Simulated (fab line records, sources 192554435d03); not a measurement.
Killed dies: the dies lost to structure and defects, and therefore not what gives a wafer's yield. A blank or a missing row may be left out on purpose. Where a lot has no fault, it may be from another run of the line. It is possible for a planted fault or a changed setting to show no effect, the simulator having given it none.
Problem report, 8D (eight disciplines) form, completed by code | flow n5_finfet | the parts of the form that need people (team, actions taken, sign-off) are left out

1. PROBLEM STATEMENT
susceptor_temp_C at N5_BEOL_M10_ILD_DEP_00 reads a mean of 293.81 C on 2 wafers of 2 lots; wafers without a fault read 299.98 C with a standard deviation of 0.2. That puts it -31 standard deviations away from the usual mean.
The step: deposits SiCOH lowk from DEMS/porogen, target thk 308.51 nm, time 58 s.
First observed at day 13 17:01: wafer L882.5, on pecvd-03. Wafers with a number at this step in the record: 30, from 10 lots. Rule for "out" (also "out of limits"): further than 4 standard deviations from the usual mean. The rest of the wafers with a number are treated as sound.

2. WHAT IT IS, WHAT IT ISN'T
question                    | is                | is not
which readings at this step | susceptor_temp_C  | heater_power_w, showerhead_plenum_p_Torr, throttle_valve_pct
which lots                  | L879, L882        | L868, L869, L871, L872, L880, L884, L889, L891
which wafers of those lots  | L879.3, L882.5    | L879.2, L879.4, L882.1, L882.6
read on which tools         | pecvd-03          | pecvd-01, pecvd-04
when                        | from day 13 17:01 | up to then (14 sound wafers); but 14 sound wafers of L879, L880, L884, L889, L891 came after

3. SUSPECTS, AND WHAT RULES EACH OUT
Counting: if a tool at a process step up to the reading ran every lot that is out, it stays a suspect. Sound lots after the first of them don't rule it out here, since some wafers of a struck lot are sound.
- pecvd-03 at N5_BEOL_M10_ILD_DEP_00 (deposits SiCOH lowk from DEMS/porogen, target thk 308.51 nm, time 58 s): kept. It processed each lot that is out (first: L882, day 13 17:01); up to then, its last sound lot is L871 (day 11 16:53). Its own susceptor_temp_C readings are out on those wafers.
- The sound lot-mates ran in chamber 1 of pecvd-03 at N5_BEOL_M10_ILD_DEP_00, but the wafers that are out ran in chamber 2.
After counting, what remains is pecvd-03 at N5_BEOL_M10_ILD_DEP_00.

4. THE CAUSE (what the simulator had put in)
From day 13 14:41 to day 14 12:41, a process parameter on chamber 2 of pecvd-03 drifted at N5_BEOL_M10_ILD_DEP_00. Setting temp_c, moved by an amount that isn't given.
The count eliminated every tool but this one.

5. SEQUENCE OF EFFECTS, ordered by route
Rows list readings where the struck wafers' mean (over those with a number) sits beyond 3 standard deviations from the usual. Only readings whose record carries a usual standard deviation are examined. hours: median over the lots of the time between each lot's start at the first step of this table that gives one and its start at this step. sigmas: the change, counted in usual standard deviations.
hours | step                    | reading          | usual    | on struck wafers | change | sigmas
0     | N5_BEOL_M10_ILD_DEP_00  | susceptor_temp_C | 299.98 C | 293.81           | -6.18  | -31
1     | N5_BEOL_M10_THK_MEAS_01 | M10_ILD_THK      | 268 nm   | 278              | +10    | +3.2
Here are the process steps it includes:
- N5_BEOL_M10_ILD_DEP_00: deposits SiCOH lowk from DEMS/porogen, target thk 308.51 nm, time 58 s.

6. HOW IT WOULD HAVE BEEN CAUGHT EARLIER
2 hours passed between the start of the fault at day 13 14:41 and the first reading out of limits in this record, taken at day 13 17:01.
